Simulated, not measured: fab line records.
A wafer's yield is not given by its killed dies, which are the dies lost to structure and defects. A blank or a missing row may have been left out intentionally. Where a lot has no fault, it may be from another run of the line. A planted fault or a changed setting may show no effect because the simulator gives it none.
Chamber matching    flow nand harc    NHARC_A_CONTACT_ETCH_102 on rie diel-01 has 4 sister chambers
The step etches the open film in CF4/O2, target depth 100 nm, overetch 10 nm, time 55 s. 4 wafers are shown with their chamber, then 11 later ones without.

## WAFERS, EACH WITH ITS CHAMBER
wafer   chamber  drypump motor current A (A)
L078.6  2        5.7
L086.1  0        5.0
L086.4  3        5.4
L091.1  1        6.3

## WAFERS WITHOUT THEIR CHAMBER
wafer   drypump motor current A (A)
L091.4  5.0
L091.6  5.4
L093.1  6.3
L093.3  5.7
L093.4  5.0
L092.3  6.4
L092.4  5.7
L092.6  6.4
L096.2  5.1
L096.4  5.4
L096.6  5.4

## WHICH CHAMBER EACH WENT THROUGH
wafer   from the rows above  in truth
L091.4  0                    0
L091.6  3                    3
L093.1  1                    1
L093.3  2                    2
L093.4  0                    0
L092.3  1                    1
L092.4  2                    2
L092.6  1                    1
L096.2  0                    0
L096.4  3                    3
L096.6  3                    3
Placed correctly: 11 of 11. Can't be placed from these rows: 0. Placed wrongly: 0.
How it was worked out, from the rows above alone: a wafer's distance from a chamber is the root of the sum, over the readings, of the square of ((its reading less the chamber's mean) divided by the reading's scatter). If the next closest chamber is less than 2 further off than the closest, the wafer can't be placed; otherwise it belongs to the closest. Each chamber's mean is taken over the wafers shown for it. The scatter: with one shown wafer a chamber, the root of the mean of the squares of how far each hidden wafer lies from its nearest shown one.
